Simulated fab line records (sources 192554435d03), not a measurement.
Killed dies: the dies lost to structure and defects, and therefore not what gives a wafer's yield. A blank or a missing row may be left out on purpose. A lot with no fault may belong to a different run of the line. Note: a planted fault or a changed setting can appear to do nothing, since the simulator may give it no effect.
Split-lot trial	flow n5_finfet	21 wafers read across 7 lots, on a route 1938 steps long

== THE SPLIT ITSELF ==
At N5_MOL_CONTACT_COAG_ETCH_91 (etches SOC in N2/H2, target depth 60 nm, overetch 21 nm, time 101.2 s), the setting time_s was moved away from the recipe's 101.2 s on 8 of the 21 wafers read, by -19.5% to +22.0%. All remaining wafers had this setting at the recipe value.

Reading taken at the split's own step.

== THE READING ==
SiARC_of_MOL_CONTACT_COAG_COAT_76.thk_nm (the simulator's own value, which no gauge read), in nm, at N5_MOL_CONTACT_COAG_ETCH_91 (etches SOC in N2/H2, target depth 60 nm, overetch 21 nm, time 101.2 s). The file does not state a usual value for it. Here, 13 wafers ran the recipe; their average is 5.7 nm with a standard deviation of 0.18 nm.

wafer	tool, chamber at the split	time_s as run, s	against the recipe	SiARC_of_MOL_CONTACT_COAG_COAT_76.thk_nm, nm	against lot-mates on the recipe
L074.2	rie_diel-05, 1	101.2	recipe	5.6	-
L074.5	rie_diel-05, 1	101.2	recipe	5.6	-
L074.6	rie_diel-05, 0	101.2	recipe	5.8	-
L082.1	rie_diel-01, 2	101.2	recipe	6	-
L082.3	rie_diel-01, 1	113.9	+12.5%	5.4	-0.6
L082.5	rie_diel-01, 3	113.9	+12.5%	5.2	-0.8
L089.2	rie_diel-05, 1	101.2	recipe	5.6	-
L089.3	rie_diel-05, 3	123.5	+22.0%	4.8	-0.8
L089.5	rie_diel-05, 1	123.5	+22.0%	4.6	-1.0
L090.3	rie_diel-03, 3	101.2	recipe	6	-
L090.6	rie_diel-03, 3	101.2	recipe	6	-
L090.5	rie_diel-03, 2	101.2	recipe	5.4	-
L093.1	rie_diel-01, 0	107	+5.7%	5.8	+0.0
L093.4	rie_diel-01, 2	107	+5.7%	5.6	-0.2
L093.6	rie_diel-01, 2	101.2	recipe	5.8	-
L094.1	rie_diel-03, 1	101.2	recipe	5.6	-
L094.3	rie_diel-03, 0	81.51	-19.5%	6.8	+1.2
L094.4	rie_diel-03, 2	81.51	-19.5%	6.4	+0.8
L097.1	rie_diel-05, 2,0	101.2	recipe	5.8	-
L097.4	rie_diel-05, 2,0	101.2	recipe	5.8	-
L097.3	rie_diel-05, 1	101.2	recipe	5.6	-
Rows listing several chambers each stand for several wafers; the file does not say which wafer went through which chamber.

THE FIT
A straight line over all 21 wafers: SiARC_of_MOL_CONTACT_COAG_COAT_76.thk_nm changes by -0.0435 nm for each +1% of time_s; r = -0.92; the points scatter about the line by 0.19 nm.
The same after taking each lot's own level away (the mean of its wafers on the recipe; 21 wafers): -0.0466 nm for each +1%; r = -0.94; scatter 0.17 nm.
Per that fit: largest time_s move, reading shift of 1 nm.
Across the lots, their own levels run from 5.60 to 6.00 nm, a range of 2.2 times the standard deviation given above.
So the lot-to-lot level changes the slope little: the two slopes agree.
Check: with one of the wafers moved furthest among these (+22.0%) left out of the fit, the line predicts -1.07 nm for it against its lot-mates. Against them it came out at -0.8 nm.

== THE OTHER SPLITS THESE WAFERS WENT THROUGH ==
Other splits were also applied to these wafers ahead of the reading. Each is held against what the fit with the lots' levels taken away leaves over:
other split on the same wafers	wafers away from the commonest value	r with SiARC_of_MOL_CONTACT_COAG_COAT_76.thk_nm (lot level and that fit taken away)
N5_HKMG_FIN_ETCH_54 bias_w	8	-0.33
N5_GATE_CUT_COAT_27 spin_rpm	7	+0.43
N5_GATE_CUT_EXPOSE_10 dose_mj	7	-0.01
N5_MOL_CONTACT_COAG_CONTACT_ETCH_14 time_s	9	+0.08
N5_MOL_CONTACT_COAG_EXPOSE_81 dose_mj	7	+0.02

== FILE'S OWN FIT ==
SiARC_of_MOL_CONTACT_COAG_COAT_76.thk_nm changes by -0.0461 nm for each +1% of time_s, r = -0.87.
